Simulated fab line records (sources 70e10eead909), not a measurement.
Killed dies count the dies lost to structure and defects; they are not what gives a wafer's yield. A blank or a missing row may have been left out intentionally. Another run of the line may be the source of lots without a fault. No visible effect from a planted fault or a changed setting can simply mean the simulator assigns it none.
Which of the tools did it? / flow nand harc / Sampling: 12 lots, 36 wafers, 3 of 1159 route steps

== WHAT THE GAUGES SHOWED, per wafer ==
NHARC_A_WL_FILL_INSPECT_15.
lot=L077; measured=day 16 11:49; on=defect inspect-02; raw defect count=202 249 249
lot=L078; measured=day 16 16:53; on=defect inspect-01; raw defect count=430 739 514
lot=L079; measured=day 17 01:49; on=defect inspect-01; raw defect count=437 320 516
lot=L081; measured=day 17 18:49; on=defect inspect-01; raw defect count=603 947 575
lot=L082; measured=day 18 04:46; on=defect inspect-01; raw defect count=422 563 557
lot=L087; measured=day 18 20:43; on=defect inspect-01; raw defect count=395 389 279
lot=L085; measured=day 19 08:56; on=defect inspect-02; raw defect count=346 380 564
lot=L091; measured=day 20 00:06; on=defect inspect-01; raw defect count=305 310 400
lot=L090; measured=day 20 05:09; on=defect inspect-01; raw defect count=540 531 494
lot=L096; measured=day 21 00:23; on=defect inspect-02; raw defect count=511 406 629
lot=L095; measured=day 21 08:26; on=defect inspect-01; raw defect count=346 298 363
lot=L097; measured=day 21 22:14; on=defect inspect-01; raw defect count=246 388 288

== EACH LOT AND THE TOOL THAT RAN IT (in order: tool; ch and the chambers of the sampled wafers; start) ==
lot=L077; NHARC_A_WL_FILL_CVD_03=cvd w-01 ch 0,1, day 15 08:25; NHARC_A_WL_FILL_STRIP_29=rie diel-13 ch 0,3, day 15 22:34
lot=L078; NHARC_A_WL_FILL_CVD_03=cvd w-02 ch 0,1, day 15 12:07; NHARC_A_WL_FILL_STRIP_29=rie diel-11 ch 0,1,3, day 16 02:16
lot=L079; NHARC_A_WL_FILL_CVD_03=cvd w-01 ch 1, day 15 20:20; NHARC_A_WL_FILL_STRIP_29=rie diel-13 ch 0,1,3, day 16 10:22
lot=L081; NHARC_A_WL_FILL_CVD_03=cvd w-01 ch 0,1, day 16 17:29; NHARC_A_WL_FILL_STRIP_29=rie diel-08 ch 0,2, day 17 07:20
lot=L082; NHARC_A_WL_FILL_CVD_03=cvd w-02 ch 0,1, day 17 05:05; NHARC_A_WL_FILL_STRIP_29=rie diel-08 ch 1,3, day 17 17:16
lot=L087; NHARC_A_WL_FILL_CVD_03=cvd w-02 ch 0,1, day 17 19:30; NHARC_A_WL_FILL_STRIP_29=rie diel-13 ch 0,1,2, day 18 09:10
lot=L085; NHARC_A_WL_FILL_CVD_03=cvd w-02 ch 1, day 18 04:51; NHARC_A_WL_FILL_STRIP_29=rie diel-11 ch 0,3, day 18 19:50
lot=L091; NHARC_A_WL_FILL_CVD_03=cvd w-02 ch 0,1, day 18 23:11; NHARC_A_WL_FILL_STRIP_29=rie diel-08 ch 0,1,2, day 19 12:50
lot=L090; NHARC_A_WL_FILL_CVD_03=cvd w-02 ch 0,1, day 19 02:28; NHARC_A_WL_FILL_STRIP_29=rie diel-11 ch 0,1,2, day 19 16:05
lot=L096; NHARC_A_WL_FILL_CVD_03=cvd w-02 ch 0,1, day 19 23:41; NHARC_A_WL_FILL_STRIP_29=rie diel-13 ch 0,1,2, day 20 13:19
lot=L095; NHARC_A_WL_FILL_CVD_03=cvd w-01 ch 0,1, day 20 04:28; NHARC_A_WL_FILL_STRIP_29=rie diel-13 ch 0,1,3, day 20 16:47
lot=L097; NHARC_A_WL_FILL_CVD_03=cvd w-02 ch 0,1, day 20 13:47; NHARC_A_WL_FILL_STRIP_29=rie diel-11 ch 0,1, day 21 06:02
- NHARC_A_WL_FILL_CVD_03: deposits W, target thk 40 nm, time 3302 s.
- NHARC_A_WL_FILL_STRIP_29: strips in O2, time 20 s.

== THE ANSWER, worked out from the rows above alone ==
Rule: the lots themselves supply what counts as usual. Put in order of their means at a reading, lots are off if they are a third of the lots or fewer, leave a main group of 4 or more, and stand apart from it by a gap of 3 or more times the standard deviation of the main group's means; of several such gaps the widest counts. A main group whose means are all the same, to the digits that the tables above print for the reading, isn't used. Also off: a lot with no number at a reading for which 4 or more lots have one. All remaining lots with rows at the step are treated as sound.
No lot is off at any reading shown: from this, nothing can be told.

== WHAT THE SIMULATOR HAD INSERTED ==
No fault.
